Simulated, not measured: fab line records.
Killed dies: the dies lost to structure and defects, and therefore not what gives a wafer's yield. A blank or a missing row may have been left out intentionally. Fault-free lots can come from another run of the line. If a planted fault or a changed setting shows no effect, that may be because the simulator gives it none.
Chamber matching    flow n5_finfet    3 sister chambers for N5_BEOL_M3_PRE_CLEAN_60 on cvd_co-02
The step time 15 s. 6 wafers are shown with their chamber, then 12 later ones without.

## WAFERS PAIRED WITH THEIR CHAMBERS
wafer   chamber  heater_power_w (W)
L085.4  1        30
L087.4  2        99
L087.6  0        84
L090.2  0        82
L090.3  1        31
L090.5  2        102

## WAFERS WHOSE CHAMBER IS MISSING
wafer   heater_power_w (W)
L092.2  102
L092.3  30
L092.5  30
L094.2  102
L094.4  85
L094.5  100
L095.1  31
L095.2  82
L095.3  103
L097.1  32
L097.3  102
L097.4  30

## THE CHAMBER EACH PASSED THROUGH
wafer   from the rows above  in truth
L092.2  2                    2
L092.3  1                    1
L092.5  1                    1
L094.2  2                    2
L094.4  0                    0
L094.5  2                    2
L095.1  1                    1
L095.2  0                    0
L095.3  2                    2
L097.1  1                    1
L097.3  2                    2
L097.4  1                    1
Placed correctly: 12 of 12. Number that these rows cannot place: 0. Placed wrongly: 0.
How it was worked out, from the rows above alone: a wafer's distance from a chamber is the root of the sum, over the readings, of the square of ((its reading less the chamber's mean) divided by the reading's scatter). The wafer belongs to the nearest chamber; if the next one is less than 2 further off, it can't be placed. For every chamber, the mean is computed from those of its wafers that are shown. The scatter: take each reading less its chamber's mean, square it, sum over the shown wafers, divide by the number of wafers less the number of chambers, and take the root.
